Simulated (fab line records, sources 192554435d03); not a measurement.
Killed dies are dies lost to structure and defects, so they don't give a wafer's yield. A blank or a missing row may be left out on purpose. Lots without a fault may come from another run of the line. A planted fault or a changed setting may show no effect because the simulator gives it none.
Problem report in the 8D (eight disciplines) form, filled by code | flow n5_finfet | the parts of the form that need people (team, actions taken, sign-off) are left out

1. THE PROBLEM
thk_nm at N5_SD_EPI_N_EPI_MEAS_23 reads a mean of 42.9 nm on 2 wafers of 2 lots; wafers without a fault read 59.1 nm with a standard deviation of 1.2. That is -14 standard deviations from the usual mean.
First seen on wafer L342.2, day 7 03:52, on film_metro-02. The record holds 25 wafers of 9 lots with a number at this step. Rule for "out", or "out of limits": more than 4 standard deviations from the usual mean. The other wafers with a number count as sound.

2. WHAT IT IS AND WHAT IT IS NOT
question                    | is                           | is not
which readings at this step | thk_nm                       | -
which lots                  | L342, L343                   | L329, L331, L334, L335, L336, L348, L349
which wafers of those lots  | L342.2, L343.6               | L342.4, L343.3
read on which gauges        | film_metro-01, film_metro-02 | -
when                        | from day 7 03:52             | up to then (16 sound wafers); but 7 sound wafers of L343, L348, L349 came after

3. SUSPECTS, AND WHAT RULES EACH OUT
Counting: a tool at a process step up to the reading stays a suspect if it ran every lot that is out. Sound lots after the first of them don't rule it out here, since some wafers of a struck lot are sound.
- the gauge at N5_SD_EPI_N_EPI_MEAS_23: ruled out. The wafers that are out were read on 2 gauges (film_metro-01, film_metro-02).
- epi_rpcvd-02 at N5_SD_EPI_N_VAPOR_ETCH_50 (etches Si in HCl, time 54 s): kept. It ran every lot that is out, first L342 (day 7 01:59); its last sound lot up to then is L336 (day 5 13:33).
- epi_rpcvd-02 at N5_SD_EPI_N_EPI_21 (deposits Si:P, time 690 s): kept. It ran every lot that is out, first L342 (day 7 02:25); its last sound lot up to then is L336 (day 5 13:44).
Left after counting: epi_rpcvd-02 at N5_SD_EPI_N_VAPOR_ETCH_50, epi_rpcvd-02 at N5_SD_EPI_N_EPI_21.

4. THE CAUSE (what the simulator had put in)
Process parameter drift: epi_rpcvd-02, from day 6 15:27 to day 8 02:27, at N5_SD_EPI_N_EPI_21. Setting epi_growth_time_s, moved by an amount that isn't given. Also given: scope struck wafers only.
Counting left 2 suspects, and this tool is among them.

5. THE CHAIN OF EFFECTS, in route order
Each row: a reading whose mean over the struck wafers that have a number lies more than 3 standard deviations from the usual. Only readings for which the record gives a usual standard deviation are gone through. hours: the time from each lot's start at the first step in this table that gives one to its start at this step, as a median over the lots. sigmas: the change in usual standard deviations.
hours | step                        | reading | usual       | on struck wafers | change | sigmas
0     | N5_SD_EPI_N_EPI_MEAS_23     | thk_nm  | 59.1 nm     | 42.9             | -16.2  | -14
6     | N5_SD_ACTIVATION_RS_MEAS_03 | RS_SD_N | 21.9 ohm/sq | 29.8             | +7.9   | +25
127   | N5_BEOL_M4_RC_MEAS_101      | REXT_N  | 74.9 ohm.um | 84.4             | +9.5   | +5.0
127   | N5_BEOL_M4_RC_MEAS_101      | RS_SD_N | 28.4 ohm/sq | 38.4             | +10.0  | +26

6. WHAT WOULD HAVE CAUGHT IT SOONER
In this record the first reading out of limits at a measuring or inspecting step was taken at day 7 03:52, 12 hours after the fault began at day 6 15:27.
Of the lots that are out (2), L343 began N5_SD_EPI_N_EPI_21 on epi_rpcvd-02 after day 7 03:52. A hold on the tool at that time would have spared it.
